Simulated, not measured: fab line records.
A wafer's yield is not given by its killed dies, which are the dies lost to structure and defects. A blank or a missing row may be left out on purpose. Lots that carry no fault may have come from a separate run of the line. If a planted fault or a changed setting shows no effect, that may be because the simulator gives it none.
Chamber matching    flow nand_harc    NHARC_A_STAIRCASE_ETCH_444 on rie_diel-08 has 4 sister chambers
The step etches the open film in C4F8/O2, target depth 20400 nm, time 6800 s. 14 wafers are shown with their chamber, then 7 later ones without.

WAFERS PAIRED WITH THEIR CHAMBERS
wafer   chamber  rf_vpp_V (V)  oes_product_au (a.u.)  bias_w (W)
L076.4  3        804           0.923                  997.8
L076.5  2        801           0.930                  1000.6
L076.6  3        805           0.923                  999.9
L079.1  1        814           0.918                  998.1
L079.3  0        813           0.937                  1001.6
L079.5  3        804           0.919                  999.1
L083.1  0        814           0.924                  998.2
L083.4  3        803           0.930                  997.9
L083.6  1        815           0.930                  998.4
L086.3  1        814           0.919                  997.0
L086.4  3        803           0.923                  999.4
L086.6  3        805           0.927                  1004.9
L085.1  2        802           0.925                  996.3
L085.3  1        814           0.912                  998.3

SIGNATURES (averages over the wafers above)
reading         chamber 0  chamber 1  chamber 2  chamber 3  scatter within a chamber
rf_vpp_V        813.50     814.25     801.50     804.00     0.758
oes_product_au  0.93050    0.91975    0.92750    0.92417    0.00582
bias_w          999.900    997.950    998.450    999.833    2.25
Rule: for a wafer and a chamber, the distance is found by dividing, reading by reading, the gap between the wafer's reading and the chamber's mean by the reading's scatter, squaring, summing and taking the root. If the next closest chamber is less than 2 further off than the closest, the wafer can't be placed; otherwise it belongs to the closest. The scatter: the root of (the sum of the squares of (reading less its chamber's mean) over the shown wafers, divided by (wafers less chambers)).

WAFERS WHOSE CHAMBER IS MISSING
wafer   rf_vpp_V (V)  oes_product_au (a.u.)  bias_w (W)
L085.5  813           0.924                  1005.3
L089.2  802           0.975                  1000.1
L089.3  813           0.985                  1002.0
L089.5  812           0.997                  1002.2
L092.4  800           0.926                  994.3
L092.5  813           0.922                  1001.3
L092.6  803           0.922                  998.3

WHICH CHAMBER EACH WENT THROUGH
wafer   from the rows above      in truth
L085.5  can't be placed: 0 or 1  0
L089.2  can't be placed: 2 or 3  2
L089.3  0                        0
L089.5  0                        0
L092.4  2                        2
L092.5  can't be placed: 0 or 1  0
L092.6  can't be placed: 3 or 2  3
3 of 7 placed correctly. Cannot be placed on the basis of these rows: 4; the candidates contain the true chamber in 4. 0 placed wrongly.
